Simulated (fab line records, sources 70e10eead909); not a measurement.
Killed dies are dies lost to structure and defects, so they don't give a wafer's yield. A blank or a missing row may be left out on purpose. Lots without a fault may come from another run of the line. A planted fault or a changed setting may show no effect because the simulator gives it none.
fab line records | flow nand_harc
record lots=12 wafers=36 last_day=32
route steps=1302 shown P_STI@88 P_GATE@143 END@1302
lots that met no fault: from a run of the same line without faults
start_h: hours from the record's first day to the start of the lot's first wafer shown | wait_h: hours since the lot's step before | " the same as in the row above | L1.1+2: a row that stands for several wafers | - no value, or no start given | * or withheld: withheld | < > ~ a bound
route shown NAME@n: a module of which the file shows steps, and the number in the route of the first | usual: mean/standard deviation of fault-free wafers | same: alike in all rows | chamber/n: place in a boat | sites: the reading at each site | _std_site: their standard deviation | _edge_site: outer sites' mean less inner sites' | radius_mm: how far each site lies from the wafer's centre | mask NAME#n: copy n | behind: the tool/chamber that last shaped the wafer | hold: why the lot was held/for how many hours/how that ended | device: the transistor (n, p or np) that didn't switch | end of line: the same wafers' tests at the end of the route | a step without rows: its recipe alone | killed: dies lost to structure and defects at the first sort, not the wafer's yield | map: a wafer's dies, x killed, . not, _ none there
set.NAME: the setting as run; set.NAME@STEP: as run at that earlier step | model.NAME: the simulator's own value behind a step, which no gauge read
steps of the route over a sample of lots; a table a step, a row a wafer
services: from which hour (start_h, from the record's first day; less than 0 if before it) a tool's chamber was out of use, for how many hours, and why
## steps
# step NHARC_P_STI_ETCH_42
# recipe target_depth_a=800 overetch_a=240 time_s=61 ion_energy_ev=200 n2_flow_sccm=150 h2_flow_sccm=150 ar_flow_sccm=0 rf_w=400 bias_w=150 chemistry=N2/H2
# usual drypump_motor_current_A=5.5/0.39 oes_product_au=0.997/0.014 rf_vpp_V=430.2/2.6 showerhead_plenum_p_Torr=2.03/0.093 throttle_valve_pct=14.171/0.0085
# same time_s=61
# columns lot.wafer tool chamber start_h wait_h drypump_motor_current_A oes_product_au rf_hours_counter_h rf_vpp_V showerhead_plenum_p_Torr throttle_valve_pct
L999.1 rie_diel-13 1 47.15 0.1 4.8 0.988 2 432.8 2.12 14.168
L999.6 " 1 " " 4.9 0.991 - 432.6 2.12 14.175
L999.5 " 2 " " 5.1 0.970 - 434.6 2.18 14.168
L100.1 rie_diel-13 1 55.95 0.1 4.9 0.980 3 431.8 2.12 14.164
L100.2 " 2 " " 5.1 0.975 4 433.5 2.18 14.179
L100.6 " 1 " " 4.9 0.984 - 432.6 2.12 14.181
L103.3 rie_diel-10 1 85.63 0.1 5.6 0.998 0 426.5 1.90 14.175
L103.4 " 2 " " 5.4 0.999 0 430.0 2.02 14.169
L103.6 " 0 " " 5.9 1.031 - 428.9 2.02 14.166
L105.4 rie_diel-10 0 104.58 0.1 5.9 1.016 2 431.2 2.02 14.184
L105.3 " 1 " " 5.6 1.003 2 427.3 1.90 14.180
L105.5 " 0 " " 5.9 1.019 - 429.8 2.02 14.191
L107.1 rie_diel-10 0 123.00 0.1 5.9 1.023 2 431.4 2.02 14.168
L107.2 " 1 " " 5.6 0.993 3 426.4 1.90 14.167
L107.6 " 0 " " 5.9 1.015 - 430.1 2.02 14.151
L108.3 rie_diel-05 3 136.13 0.1 5.6 1.000 6 431.4 2.09 14.177
L108.4 " 2 " " 6.1 1.012 - 427.9 1.95 14.166
L108.5 " 3 " " 5.6 1.000 - 431.0 2.09 14.177
L112.2 rie_diel-13 1 179.03 0.1 4.9 0.991 0 432.7 2.12 14.180
L112.1 " 0 " " 5.1 1.000 0 427.5 1.91 14.179
L112.5 " 1 " " 4.8 0.996 - 433.0 2.12 14.176
L116.2 rie_diel-05 3 213.27 0.1 5.6 1.010 13 431.4 2.08 14.165
L116.1 " 0 " " 5.5 0.975 14 432.3 2.13 14.178
L116.5 " 1 " " 5.6 0.997 - 427.4 1.94 14.168
L117.3 rie_diel-05 1 225.95 0.1 5.5 0.996 13 427.5 1.94 14.183
L117.1 " 0 " " 5.5 0.970 15 432.8 2.13 14.179
L117.6 " 2 " " 6.2 1.009 - 428.4 1.95 14.166
L118.1 rie_diel-13 0 236.51 0.1 5.1 0.986 2 427.6 1.91 14.169
L118.3 " 3 " " 5.8 0.985 2 431.2 2.07 14.177
L118.6 " 1 " " 4.9 0.985 - 433.4 2.12 14.172
L119.1 rie_diel-13 1 245.67 0.1 4.9 0.998 3 433.1 2.12 14.172
L119.4 " 2 " " 5.1 1.009 3 434.8 2.17 14.177
L119.5 " 2 " " 5.1 1.009 - 434.8 2.17 14.164
L120.1 rie_diel-05 1 253.45 0.1 5.5 0.991 1 427.4 1.94 14.167
L120.3 " 3 " " 5.6 1.018 1 431.2 2.08 14.160
L120.6 " 0 " " 5.5 0.991 - 433.5 2.13 14.178
# step NHARC_P_STI_OCD_MEAS_17
# usual trench_depth_nm=300/6.1 trench_foot_cd_nm=158/3.4
# columns lot.wafer tool chamber start_h wait_h trench_depth_nm trench_foot_cd_nm
L999.1 ocd-02 - 47.59 0.1 304 158
L999.5 " - " " 304 156
L999.6 " - " " 298 162
L100.1 ocd-02 - 56.43 0.1 306 152
L100.2 " - " " 295 157
L100.6 " - " " 286 162
L103.3 ocd-02 - 86.06 0.1 297 158
L103.4 " - " " 293 157
L103.6 " - " " 307 158
L105.3 ocd-02 - 105.02 0.1 297 160
L105.4 " - " " 309 162
L105.5 " - " " 296 167
L107.1 ocd-02 - 123.88 0.1 291 158
L107.2 " - " " 305 154
L107.6 " - " " 297 156
L108.3 ocd-01 - 136.58 0.1 293 155
L108.4 " - " " 302 153
L108.5 " - " " 292 156
L112.1 ocd-01 - 179.50 0.1 305 156
L112.2 " - " " 300 155
L112.5 " - " " 303 155
L116.1 ocd-01 - 213.70 0.1 298 163
L116.2 " - " " 298 166
L116.5 " - " " 297 163
L117.1 ocd-01 - 226.39 0.1 295 154
L117.3 " - " " 300 154
L117.6 " - " " 298 156
L118.1 ocd-01 - 236.95 0.1 310 152
L118.3 " - " " 309 156
L118.6 " - " " 295 153
L119.1 ocd-01 - 246.10 0.1 300 157
L119.4 " - " " 300 156
L119.5 " - " " 298 157
L120.1 ocd-01 - 253.89 0.1 311 161
L120.3 " - " " 310 161
L120.6 " - " " 293 165
# step NHARC_P_STI_CMP_21
# recipe t_overpolish_s=20 target_thk_nm=380.67
# usual motor_current_A=12.0/1.2 overpolish_run_s=19.999/0.01 pad_life_wafers=181/92
# same t_overpolish_s=20
# columns lot.wafer tool chamber start_h wait_h motor_current_A overpolish_run_s pad_life_wafers
L999.1 cmp-02 0 66.13 0.4 12.4 19.984 84
L999.6 " 0 " " 11.7 19.987 -
L999.5 " 1 " " 14.3 20.004 -
L100.2 cmp-01 0 74.35 0.4 10.9 20.002 103
L100.1 " 2 " " 10.9 19.999 105
L100.6 " 3 " " 13.2 19.993 -
L103.3 cmp-03 0 104.34 0.4 11.7 20.003 122
L103.4 " 1 " " 11.7 20.012 123
L103.6 " 3 " " 10.9 20.008 -
L105.3 cmp-03 3 123.24 0.4 11.3 19.982 186
L105.4 " 0 " " 10.4 20.012 187
L105.5 " 3 " " 11.8 19.984 -
L107.2 cmp-03 3 144.72 0.4 11.9 19.974 295
L107.1 " 1 " " 12.0 19.985 297
L107.6 " 2 " " 9.8 20.012 -
L108.3 cmp-02 1 153.46 0.4 14.8 20.004 36
L108.4 " 0 " " 12.5 20.014 39
L108.5 " 1 " " 14.0 20.003 -
L112.2 cmp-02 3 207.86 0.4 13.6 20.006 200
L112.1 " 0 " " 11.9 19.985 201
L112.5 " 2 " " 14.5 19.986 -
L116.2 cmp-01 0 234.50 0.4 11.3 19.994 331
L116.1 " 2 " " 11.3 19.983 333
L116.5 " 3 " " 13.4 20.009 -
L117.3 cmp-01 3 250.19 0.4 13.7 20.007 42
L117.1 " 0 " " 11.3 19.999 43
L117.6 " 0 " " 11.1 19.986 -
L118.1 cmp-03 1 255.80 0.4 11.9 20.010 410
L118.3 " 2 " " 9.6 19.992 411
L118.6 " 0 " " 10.8 19.995 -
L119.4 cmp-01 3 264.21 0.4 13.3 19.990 96
L119.1 " 0 " " 11.2 19.997 97
L119.5 " 0 " " 11.2 19.994 -
L120.3 cmp-01 0 274.18 0.4 10.9 20.017 150
L120.1 " 2 " " 11.2 20.005 152
L120.6 " 0 " " 11.3 19.985 -
# step NHARC_P_STI_ETCH_36
# recipe target_depth_a=388 chemistry=dHF material=SiO2
# columns lot.wafer tool chamber start_h wait_h
L999.6+1+5 wet_bench-06 3,6,7 66.46 0.0
L100.1+6+2 wet_bench-01 2,4,6 74.65 0.0
L103.6+3+4 wet_bench-06 6,1,2 104.61 0.0
L105.3+4+5 wet_bench-06 2,4,6 123.57 0.0
L107.6+2+1 wet_bench-06 1,2,4 145.02 0.0
L108.5+3+4 wet_bench-06 0,3,4 153.78 0.0
L112.2+5+1 wet_bench-01 6,0,1 208.14 0.0
L116.5+2+1 wet_bench-01 0,1,4 234.81 0.0
L117.6+3+1 wet_bench-06 2,3,6 250.52 0.0
L118.3+6+1 wet_bench-01 1,3,5 256.08 0.0
L119.4+1+5 wet_bench-02 2,4,6 264.55 0.0
L120.6+3+1 wet_bench-02 7,2,3 274.51 0.0
# step NHARC_P_STI_INSPECT_25
# usual raw_defect_count=207/75
# columns lot.wafer tool chamber start_h wait_h raw_defect_count
L999.1 defect_inspect-02 - 74.54 0.4 213
L999.5 " - " " 183
L999.6 " - " " 225
L100.1 defect_inspect-02 - 82.60 0.4 236
L100.2 " - " " 212
L100.6 " - " " 124
L103.3 defect_inspect-01 - 111.96 0.4 113
L103.4 " - " " 66
L103.6 " - " " 117
L105.3 defect_inspect-01 - 131.73 0.4 166
L105.4 " - " " 238
L105.5 " - " " 282
L107.1 defect_inspect-02 - 153.76 0.4 1159
L107.2 " - " " 156
L107.6 " - " " 182
L108.3 defect_inspect-01 - 164.53 0.4 153
L108.4 " - " " 1127
L108.5 " - " " 242
L112.1 defect_inspect-02 - 216.41 0.4 85
L112.2 " - " " 151
L112.5 " - " " 113
L116.1 defect_inspect-02 - 242.26 0.4 260
L116.2 " - " " 223
L116.5 " - " " 413
L117.1 defect_inspect-02 - 258.69 0.4 162
L117.3 " - " " 199
L117.6 " - " " 189
L118.1 defect_inspect-01 - 263.68 0.4 218
L118.3 " - " " 355
L118.6 " - " " 390
L119.1 defect_inspect-02 - 273.77 0.4 322
L119.4 " - " " 205
L119.5 " - " " 230
L120.1 defect_inspect-01 - 281.93 0.4 168
L120.3 " - " " 158
L120.6 " - " " 258
# step NHARC_P_GATE_INSPECT_28
# usual raw_defect_count=6.2/3
# columns lot.wafer tool chamber start_h wait_h raw_defect_count
L999.1 defect_inspect-02 - 100.30 0.0 13
L999.5 " - " " 9
L999.6 " - " " 15
L100.1 defect_inspect-01 - 106.27 0.0 9
L100.2 " - " " 8
L100.6 " - " " 6
L103.3 defect_inspect-02 - 137.37 0.0 11
L103.4 " - " " 2
L103.6 " - " " 8
L105.3 defect_inspect-02 - 155.79 0.0 6
L105.4 " - " " 4
L105.5 " - " " 4
L107.1 defect_inspect-02 - 180.49 0.0 975
L107.2 " - " " 5
L107.6 " - " " 4
L108.3 defect_inspect-02 - 191.89 0.0 16
L108.4 " - " " 992
L108.5 " - " " 5
L112.1 defect_inspect-02 - 239.36 0.0 3
L112.2 " - " " 5
L112.5 " - " " 2
L116.1 defect_inspect-02 - 264.87 0.0 2
L116.2 " - " " 9
L116.5 " - " " 6
L117.1 defect_inspect-01 - 281.04 0.0 3
L117.3 " - " " 6
L117.6 " - " " 2
L118.1 defect_inspect-02 - 289.74 0.0 5
L118.3 " - " " 1
L118.6 " - " " 4
L119.1 defect_inspect-02 - 300.52 0.0 9
L119.4 " - " " 8
L119.5 " - " " 9
L120.1 defect_inspect-02 - 306.90 0.0 3
L120.3 " - " " 4
L120.6 " - " " 1
# step NHARC_END_SORT_01
# recipe temp_c=25
# usual killed_at_array=57/21 killed_at_other=0.9/1.2 killed_at_periphery=4.2/2.9 killed_dies=62/21 killed_open=3.2/1.8 killed_short=2.4/1.5
# same gross_dies=677
# columns lot.wafer tool chamber start_h wait_h killed_at_array killed_at_other killed_at_periphery killed_dies killed_open killed_short
L107.1 prober-02 0 647.36 2.5 29 2 89 120 4 2
L107.2 prober-02 0 648.15 2.8 40 1 6 47 1 3
L107.6 prober-02 0 651.29 3.9 41 0 5 46 3 1
L108.3 prober-02 0 660.00 3.1 95 2 1 98 2 3
L108.4 prober-02 0 660.80 3.4 94 2 82 178 2 3
L108.5 prober-02 0 661.60 3.7 82 0 1 83 3 3
# killed by level:class
L107.1 P_STI:unspecified=83 A_CHANNEL_HOLE_D2:chamber_film_flake=7 A_CONTACT:chamber_film_flake=6 A_CHANNEL_HOLE_D1:chamber_film_flake=4 A_STAIRCASE:chamber_film_flake=4 A_SLIT:chamber_film_flake=3 P_STI:chamber_film_flake=2 THIN_TSV:chamber_film_flake=2
L107.2 A_CHANNEL_HOLE_D2:chamber_film_flake=14 A_CONTACT:chamber_film_flake=5 A_STAIRCASE:chamber_film_flake=4 A_SLIT:chamber_film_flake=4 P_CONTACT:chamber_film_flake=3 A_DECK1_JOINT:chamber_film_flake=3 A_BLC:chamber_film_flake=3 A_ONON_D1:geometric_particle:short=2
L107.6 A_CHANNEL_HOLE_D2:chamber_film_flake=11 A_SLIT:chamber_film_flake=7 A_CONTACT:chamber_film_flake=6 A_STAIRCASE:chamber_film_flake=4 A_CHANNEL_FILL_D1:chamber_film_flake=3 A_WL_FILL:geometric_particle:open=2 P_ZERO_WELL:chamber_film_flake=2 A_CHANNEL_HOLE_D1:chamber_film_flake=2
L108.3 A_CHANNEL_HOLE_D1:chamber_film_flake=35 A_SLIT:chamber_film_flake=32 A_CHANNEL_HOLE_D2:chamber_film_flake=11 A_STAIRCASE:chamber_film_flake=4 A_M1:chamber_film_flake=4 A_DECK1_JOINT:chamber_film_flake=2 A_CONTACT:chamber_film_flake=2 A_CHANNEL_FILL_D1:geometric_particle:open=1
L108.4 P_STI:unspecified=80 A_CHANNEL_HOLE_D1:chamber_film_flake=36 A_SLIT:chamber_film_flake=25 A_CHANNEL_HOLE_D2:chamber_film_flake=14 A_STAIRCASE:chamber_film_flake=9 A_CHANNEL_FILL_D2:chamber_film_flake=3 THIN_TSV:chamber_film_flake=2 P_CONTACT:geometric_particle:short=1
L108.5 A_CHANNEL_HOLE_D1:chamber_film_flake=33 A_SLIT:chamber_film_flake=20 A_CHANNEL_HOLE_D2:chamber_film_flake=9 A_STAIRCASE:chamber_film_flake=4 A_M1:chamber_film_flake=3 A_CHANNEL_FILL_D2:chamber_film_flake=3 A_SGD_CUT:geometric_particle:short=2 A_ZERO_WELL:chamber_film_flake=2
## services
# columns tool chamber start_h hours kind
cmp-03 - 38.24 1.5 repair
cmp-01 - 43.27 4.0 pm
rie_diel-05 1 48.31 6.3 repair
rie_diel-13 0 49.73 8.2 repair
cmp-03 - 50.69 1.2 repair
rie_diel-05 - 52.60 9.0 pm
rie_diel-13 - 56.35 1.0 repair
cmp-03 - 65.44 4.0 pm
cmp-01 - 76.45 6.7 repair
rie_diel-13 2 123.06 10.8 repair
rie_diel-13 0 130.95 2.4 repair
wet_bench-06 - 132.92 1.2 repair
cmp-01 - 141.27 4.0 pm
rie_diel-13 - 165.00 9.0 pm
rie_diel-13 2 174.04 6.2 repair
wet_bench-06 - 190.72 2.1 repair
wet_bench-06 - 193.60 8.0 pm
cmp-01 - 216.32 1.0 repair
rie_diel-13 0 218.81 4.9 repair
cmp-01 - 221.07 0.8 repair
rie_diel-13 2 225.51 2.4 repair
rie_diel-13 2 230.21 2.5 repair
cmp-01 - 239.27 4.0 pm
cmp-01 - 257.13 5.9 repair
## key
first_sign step=NHARC_P_STI_INSPECT_25 reading=raw_defect_count direction=up sigmas=12 usual=207 struck=1143
effect step=NHARC_P_GATE_INSPECT_28 reading=raw_defect_count direction=up sigmas=99+ usual=6.2 struck=983.5
effect step=NHARC_END_SORT_01 reading=killed_at_periphery direction=up sigmas=28 usual=4.2 struck=85.5
more_kills_born_at NHARC_P_STI_ETCH_36@wet_bench-06=163
met_at NHARC_P_STI_ETCH_36
struck_lots L107,L108
struck_wafers L107.1,L108.4
tester_left_out L107,L108
not_acting_at NHARC_P_STI_ETCH_42,NHARC_P_STI_OCD_MEAS_17,NHARC_P_STI_CMP_21
onset_between 123.57 145.02
fault kind=chamber_particle_source tool=wet_bench-06 chamber=4 onset_h=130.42 steps=NHARC_P_STI_ETCH_36 rate_per_visit_cm2=1.5096 end_h=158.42
# tester_left_out: of these lots the tester's yield and bins aren't shown, on N5 and GAA mostly nor the transistor test; their killed dies are dies lost to structure and defects alone, not to doping, threshold or leakage, so they don't give the yield
